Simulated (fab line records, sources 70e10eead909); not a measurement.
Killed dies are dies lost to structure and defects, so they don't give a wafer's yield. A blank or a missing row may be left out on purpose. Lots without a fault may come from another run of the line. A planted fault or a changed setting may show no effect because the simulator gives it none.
Which tool did it? | flow nand_harc | 12 lots, 36 wafers sampled, at 6 steps of a route of 1302

WHAT THE GAUGES READ, wafer by wafer
NHARC_A_ONON_D1_THK_MEAS_27: measures by ellipsometry.
lot  | measured     | on            | thk_nm (nm)
L123 | day 8 11:53  | film_metro-02 | 1011 1012 1011
L125 | day 8 23:58  | film_metro-02 | 1002 1003 1004
L131 | day 11 19:17 | film_metro-02 | 628 631 628
L135 | day 12 23:22 | film_metro-02 | 1016 1017 1016
L134 | day 12 23:22 | film_metro-01 | 636 633 633
L138 | day 14 15:24 | film_metro-02 | 1008 1007 1008
L140 | day 15 16:43 | film_metro-01 | 989 990 992
L141 | day 15 16:45 | film_metro-02 | 991 990 989
L142 | day 15 23:28 | film_metro-01 | 1004 1005 1004
L144 | day 16 21:44 | film_metro-01 | 1003 1004 1004
L145 | day 17 10:52 | film_metro-01 | 1004 1008 1007
L146 | day 17 15:14 | film_metro-02 | 1006 1003 1003

NHARC_END_SORT_01.
lot  | measured     | on        | killed_at_array | killed_at_other | killed_at_periphery | killed_dies | killed_open | killed_short
L131 | day 28 05:12 | prober-01 | 671 669 671     | 2 5 3           | 4 3 3               | 677 677 677 | 2 4 3       | 2 3 2
L134 | day 29 01:24 | prober-01 | 673 673 675     | 1 1 0           | 3 3 2               | 677 677 677 | 4 4 4       | 3 1 2

WHICH TOOL RAN EACH LOT (tool, then ch and the chambers of the sampled wafers, then the start)
lot  | NHARC_P_BONDPAD_ETCH_37            | NHARC_P_BONDPAD_ANNEAL_28        | NHARC_A_ONON_D1_DEP_25           | NHARC_A_CHANNEL_HOLE_D1_DEP_00
L123 | rie_diel-04 ch 1,2,3, day 6 17:23  | rtp_anneal-02 ch 0, day 6 19:04  | pecvd_onon-02 ch 0, day 8 11:26  | acl_dep-01 ch 0, day 8 17:04
L125 | rie_diel-04 ch 1,2, day 7 07:57    | rtp_anneal-01 ch 0, day 7 09:34  | pecvd_onon-03 ch 0, day 8 23:28  | acl_dep-02 ch 0, day 9 04:17
L131 | rie_diel-05 ch 0,1,2, day 10 02:53 | rtp_anneal-01 ch 0, day 10 04:30 | pecvd_onon-02 ch 0, day 11 18:47 | -
L135 | rie_diel-04 ch 0,2,3, day 11 09:35 | rtp_anneal-02 ch 0, day 11 11:46 | pecvd_onon-04 ch 0, day 12 22:52 | acl_dep-02 ch 0, day 13 02:42
L134 | rie_diel-04 ch 1,2,3, day 11 10:14 | rtp_anneal-01 ch 0, day 11 12:05 | pecvd_onon-02 ch 0, day 12 22:52 | -
L138 | rie_diel-04 ch 0,2,3, day 13 01:00 | rtp_anneal-02 ch 0, day 13 02:49 | pecvd_onon-04 ch 0, day 14 14:53 | acl_dep-02 ch 0, day 14 20:31
L140 | rie_diel-04 ch 1,3, day 13 23:31   | rtp_anneal-02 ch 0, day 14 01:11 | pecvd_onon-03 ch 0, day 15 16:12 | acl_dep-03 ch 0, day 15 17:54
L141 | rie_diel-04 ch 0,3, day 14 03:17   | rtp_anneal-02 ch 0, day 14 04:58 | pecvd_onon-02 ch 0, day 15 16:14 | acl_dep-01 ch 0, day 15 18:02
L142 | rie_diel-05 ch 1,2,3, day 14 09:56 | rtp_anneal-02 ch 0, day 14 11:32 | pecvd_onon-04 ch 0, day 15 22:58 | acl_dep-01 ch 0, day 16 00:38
L144 | rie_diel-04 ch 0,1,3, day 15 07:22 | rtp_anneal-01 ch 0, day 15 08:58 | pecvd_onon-03 ch 0, day 16 21:14 | acl_dep-01 ch 0, day 17 05:33
L145 | rie_diel-05 ch 0,1,3, day 15 19:26 | rtp_anneal-01 ch 0, day 15 21:04 | pecvd_onon-02 ch 0, day 17 10:22 | acl_dep-02 ch 0, day 17 13:54
L146 | rie_diel-06 ch 0,1,3, day 16 01:05 | rtp_anneal-02 ch 0, day 16 02:48 | pecvd_onon-02 ch 0, day 17 14:43 | acl_dep-01 ch 0, day 17 18:25
- NHARC_P_BONDPAD_ETCH_37: etches the open film in N2/H2, target depth 60 nm, overetch 18 nm, time 65.91 s.
- NHARC_P_BONDPAD_ANNEAL_28: time 90 s.
- NHARC_A_ONON_D1_DEP_25: target thk 1000 nm.
- NHARC_A_CHANNEL_HOLE_D1_DEP_00: deposits aC, target thk 3100 nm.

WHAT THE TOOLS THEMSELVES READ (means of the sampled wafers that have a number; where no wafer has one, the mark that the record gives instead)
NHARC_P_BONDPAD_ETCH_37.
lot  | tool        | drypump_motor_current_A (A) | oes_product_au (a.u.) | rf_vpp_V (V) | showerhead_plenum_p_Torr (Torr) | throttle_valve_pct (%)
L123 | rie_diel-04 | 5.2                         | 1.020                 | 430.7        | 2.05                            | 14.177
L125 | rie_diel-04 | 5.3                         | 0.999                 | 431.4        | 2.07                            | 14.162
L131 | rie_diel-05 | 5.6                         | 1.011                 | 428.2        | 1.96                            | 14.174
L135 | rie_diel-04 | 5.3                         | 1.000                 | 431.5        | 2.04                            | 14.169
L134 | rie_diel-04 | 5.2                         | 1.008                 | 430.6        | 2.05                            | 14.178
L138 | rie_diel-04 | 5.3                         | 0.995                 | 431.3        | 2.04                            | 14.171
L140 | rie_diel-04 | 5.5                         | 1.015                 | 429.7        | 2.01                            | 14.182
L141 | rie_diel-04 | 5.6                         | 1.021                 | 428.9        | 2.00                            | 14.174
L142 | rie_diel-05 | 5.6                         | 1.007                 | 428.5        | 2.00                            | 14.167
L144 | rie_diel-04 | 5.6                         | 1.016                 | 430.0        | 2.00                            | 14.173
L145 | rie_diel-05 | 5.5                         | 1.011                 | 429.6        | 2.01                            | 14.177
L146 | rie_diel-06 | 5.8                         | 0.994                 | 431.5        | 2.08                            | 14.172

NHARC_P_BONDPAD_ANNEAL_28.
lot  | tool          | wafer_temp_C_max
L123 | rtp_anneal-02 | 226.2
L125 | rtp_anneal-01 | 227.1
L131 | rtp_anneal-01 | 226.5
L135 | rtp_anneal-02 | 225.9
L134 | rtp_anneal-01 | 226.6
L138 | rtp_anneal-02 | 225.9
L140 | rtp_anneal-02 | 225.9
L141 | rtp_anneal-02 | 226.2
L142 | rtp_anneal-02 | 226.4
L144 | rtp_anneal-01 | 227.1
L145 | rtp_anneal-01 | 226.7
L146 | rtp_anneal-02 | 226.1

NHARC_A_ONON_D1_DEP_25.
lot  | tool          | nh3_flow_sccm (sccm) | susceptor_temp_C (C)
L123 | pecvd_onon-02 | 501.3                | 399.84
L125 | pecvd_onon-03 | 498.3                | 400.13
L131 | pecvd_onon-02 | 499.4                | 399.86
L135 | pecvd_onon-04 | 498.0                | 400.03
L134 | pecvd_onon-02 | 500.9                | 400.13
L138 | pecvd_onon-04 | 500.2                | 400.18
L140 | pecvd_onon-03 | 499.1                | 399.88
L141 | pecvd_onon-02 | 499.4                | 400.01
L142 | pecvd_onon-04 | 499.7                | 399.76
L144 | pecvd_onon-03 | 500.6                | 399.80
L145 | pecvd_onon-02 | 500.9                | 400.02
L146 | pecvd_onon-02 | 499.9                | 399.85

NHARC_A_CHANNEL_HOLE_D1_DEP_00.
lot  | tool       | susceptor_temp_C (C) | throttle_valve_pct (%)
L123 | acl_dep-01 | -                    | 34.995
L125 | acl_dep-02 | -                    | 35.003
L135 | acl_dep-02 | 400.28               | 35.005
L138 | acl_dep-02 | -                    | 34.989
L140 | acl_dep-03 | 400.18               | 34.994
L141 | acl_dep-01 | 400.05               | 34.994
L142 | acl_dep-01 | 400.14               | 34.997
L144 | acl_dep-01 | -                    | 35.003
L145 | acl_dep-02 | 399.95               | 34.996
L146 | acl_dep-01 | -                    | 35.004

THE ANSWER, worked out from the rows above alone
Rule: what is usual is taken from the lots themselves. Put in order of their means at a reading, lots are off if they are a third of the lots or fewer, leave a main group of 4 or more, and stand apart from it by a gap of 3 or more times the standard deviation of the main group's means; of several such gaps the widest counts. A main group whose means are all the same, to the digits that the tables above print for the reading, isn't used. A lot without any number at a reading at which 4 lots or more have one is off too. The other lots that the step has rows for count as sound. The gauges are gone through in route order, then the tools' own readings, and for those a lot's mean is taken as printed above. The first step at which some lot is off is used, and at that step the reading that is off furthest; a lot without a number counts as furthest.
Off: L131, L134, at NHARC_A_ONON_D1_THK_MEAS_27 (thk_nm). The main group: mean 1004 nm, standard deviation 7.8.
A tool fits if, at a process step before that reading, it ran every lot that is off, and no sound lot after the first of them. The gauges at NHARC_A_ONON_D1_THK_MEAS_27 are tried like those tools. None of those tried fits.

WHAT THE SIMULATOR HAD PUT IN
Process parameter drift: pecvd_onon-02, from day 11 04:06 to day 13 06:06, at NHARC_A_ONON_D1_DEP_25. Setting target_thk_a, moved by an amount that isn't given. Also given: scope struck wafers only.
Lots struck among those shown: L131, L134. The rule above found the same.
